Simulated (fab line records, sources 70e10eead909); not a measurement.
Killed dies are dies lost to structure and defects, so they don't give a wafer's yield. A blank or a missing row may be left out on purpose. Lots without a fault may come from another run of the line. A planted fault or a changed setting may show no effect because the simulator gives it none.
Chamber matching | flow nand_harc | NHARC_A_CHANNEL_FILL_D1_ALD_16 on ald_hk-03: 4 sister chambers
The step deposits SiO2, target thk 1.5 nm, pulse time 10 s, ald cycles 15. 4 wafers are shown with their chamber, then 9 later ones without.

WAFERS WITH THEIR CHAMBER
wafer  | chamber | heater_power_outer_w (W)
L084.1 | 1       | 304
L084.4 | 3       | 316
L086.1 | 2       | 314
L086.6 | 0       | 247

WAFERS WITHOUT THEIR CHAMBER
wafer  | heater_power_outer_w (W)
L088.1 | 299
L088.2 | 318
L088.4 | 247
L090.1 | 307
L090.3 | 300
L090.4 | 247
L091.2 | 243
L091.4 | 310
L091.5 | 322

WHICH CHAMBER EACH WENT THROUGH
wafer  | from the rows above          | in truth
L088.1 | 1                            | 1
L088.2 | can't be placed: 3 or 2      | 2
L088.4 | 0                            | 0
L090.1 | can't be placed: 1 or 2 or 3 | 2
L090.3 | 1                            | 1
L090.4 | 0                            | 0
L091.2 | 0                            | 0
L091.4 | can't be placed: 2 or 1 or 3 | 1
L091.5 | can't be placed: 3 or 2      | 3
Placed correctly: 5 of 9. Can't be placed from these rows: 4 (the true chamber is among the candidates in 4). Placed wrongly: 0.
How it was worked out, from the rows above alone: a wafer's distance from a chamber is the root of the sum, over the readings, of the square of ((its reading less the chamber's mean) divided by the reading's scatter). The wafer belongs to the nearest chamber; if the next one is less than 2 further off, it can't be placed. A chamber's mean is the mean of its shown wafers. The scatter: with one shown wafer a chamber, the root of the mean of the squares of how far each hidden wafer lies from its nearest shown one.
